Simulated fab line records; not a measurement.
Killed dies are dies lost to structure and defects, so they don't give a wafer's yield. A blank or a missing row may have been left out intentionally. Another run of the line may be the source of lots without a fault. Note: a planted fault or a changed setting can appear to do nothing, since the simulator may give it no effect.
Comparing a struck lot with a sound one ; flow n5Finfet ; 16 steps out of a route of 1938
Sound: the wafers L256.1, L256.3, L256.5. Wafers struck: L266.3, L266.4, L266.5. Last of all comes the cause.
For every step that has rows: the tool of each side, followed by ch and its chambers, followed by its first start. Under that, the readings that differ: sound wafers ; struck wafers ; difference of the means ; sigmas: that difference in standard deviations of wafers without a fault.
alike: words and numbers the same on both sides, and readings whose means are apart by under 2 such deviations; not compared: readings that were withheld, readings missing a value for some wafer, numbers with overlapping values and no deviation given by the record, and bounds like >300 which may hide the same value.
The two part at a step that has a row with sigmas, a row that says differs or no value, or rows on one side only. Non-overlapping numbers with no deviation appear without sigmas and do not part them. Lack of a reading on every wafer of one side parts them only where that side has two or more wafers.

N5_SDB_THK_MEAS_31:
  sound on filmMetro-01, day 4 06:50; struck on filmMetro-02, day 6 17:29
reading;sound;struck;difference;sigmas
SDB_THK (nm);64.4 66.2 65.9;63.9 62.9 63.7;-2.0;-2
N5_SDB_INSPECT_36: inspects for defects (darkfield).
  sound on defectInspect-01, day 4 06:52; struck on defectInspect-02, day 6 17:31
  alike: rawDefectCount
N5_DUMMY_REMOVAL_HM_STRIP_01: strips SiNx in CH3F/O2, stops on poly-Si, target depth 4 nm, time 6.8 s.
  sound on rieDiel-04 ch 0,3, day 4 06:55; struck on rieDiel-05 ch 0,1,3, day 6 17:32
  alike: O2_flow_sccm, drypumpMotorCurrentA, oesProductAu, rfVppV, showerheadPlenumPTorr, throttleValvePct
  not compared: rfHoursCounterH
N5_DUMMY_REMOVAL_STRIP_10: strips in N2/H2, time 40 s.
  sound on rieDiel-04 ch 0,3, day 4 06:58; struck on rieDiel-05 ch 0,1,3, day 6 17:34
  alike: drypumpMotorCurrentA, n2FlowSccm, oesProductAu, rfVppV, showerheadPlenumPTorr, throttleValvePct
  not compared: rfHoursCounterH
then, 2 steps without rows for these wafers: N5_DUMMY_REMOVAL_PRECLEAN_07 (cleans in dHF, time 30 s); N5_DUMMY_REMOVAL_DUMMY_REMOVE_02 (chemistry TMAH, target poly-Si, stops on SiO2, target depth 142 nm, time 57 s, rinse time 30 s).
N5_DUMMY_REMOVAL_INSPECT_06: inspects for defects (brightfield).
  sound on defectInspect-02, day 4 07:07; struck on defectInspect-02, day 6 17:44
  alike: rawDefectCount
then, 4 steps without rows for these wafers: N5_DUMMY_REMOVAL_PRECLEAN_08 (cleans in NF3:NH3, afs cycles 2, time 20 s, sublimation time 60 s); N5_DUMMY_REMOVAL_PRECLEAN_04 (cleans in DHF, time 37 s); N5_DUMMY_REMOVAL_SRD_05 (time 30 s); N5_HKMG_FIN_IL_REGROW_00 (material SiO2, chemistry O3, target thk 0.75 nm, time 30 s).
N5_HKMG_FIN_HK_ALD_01: deposits HfO2, target thk 1.6 nm, pulse time 3 s, purge time 3 s.
  sound on aldHk-01 ch 0,2, day 4 07:29; struck on aldHk-03 ch 1,3, day 6 18:06
  alike: precursorPulseHeightRel
  not compared: sinceWetCleanH
N5_HKMG_FIN_HK_ANNEAL_02: time 30 s.
  sound on rtpAnneal-01 ch 0, day 4 07:49; struck on rtpAnneal-02 ch 0, day 6 18:20
reading;sound;struck;difference;sigmas
lampPowerPct (%);8.79 8.76 8.79;9.17 9.31 9.19;+0.44;+8
lamp_zone_1_pct (%);8.793 8.792 8.801;9.238 9.236 9.227;+0.438;+40
lamp_zone_2_pct (%);8.806 8.819 8.796;9.238 9.228 9.224;+0.423;+38
lamp_zone_3_pct (%);8.791 8.775 8.795;9.246 9.227 9.232;+0.448;+34
lamp_zone_4_pct (%);8.810 8.799 8.810;9.215 9.226 9.214;+0.412;+34
lamp_zone_5_pct (%);8.812 8.802 8.812;9.237 9.242 9.246;+0.433;+39
lamp_zone_6_pct (%);8.735 8.744 8.736;9.166 9.146 9.149;+0.415;+35
lamp_zone_7_pct (%);9.212 9.183 9.189;9.643 9.649 9.657;+0.455;+41
  alike: wafer_temp_C_max
N5_HKMG_FIN_ALD_74: deposits La2O3, target thk 0.5 nm, pulse time 6 s, co reactant pulse time 1 s.
  sound on aldHk-02 ch 0,2, day 4 08:02; struck on aldHk-01 ch 0,1,2, day 6 18:30
  alike: heaterPowerW, precursorPulseHeightRel
  not compared: sinceWetCleanH
-- here the record skips 4 days between the struck wafers' starts before and after, leaving off in module HKMG_FIN and picking up in module BEOL_M4 (first step shown: number 1111 of the route) --
N5_BEOL_M4_RC_MEAS_101:
  sound on prober-02 ch 0, day 8 17:15; struck on prober-01 ch 0, day 10 22:16
reading;sound;struck;difference;sigmas
SS_P (mV/dec);74.5 73.7 73.3;72.3 71.9 73.1;-1.4;-2
  alike: DIBL_N, DIBL_P, IOFF_N, IOFF_P, ION_N, ION_P, SS_N, VT_N, VT_P
N5_PASSIVATION_PROBE_49:
  the record has rows for the sound wafers here (prober-01, day 12 16:25) and none for the struck ones

WHERE THEY PART
At N5_SDB_THK_MEAS_31 first; at N5_PASSIVATION_PROBE_49 last (within this record only).

WHY: what the simulator had put in
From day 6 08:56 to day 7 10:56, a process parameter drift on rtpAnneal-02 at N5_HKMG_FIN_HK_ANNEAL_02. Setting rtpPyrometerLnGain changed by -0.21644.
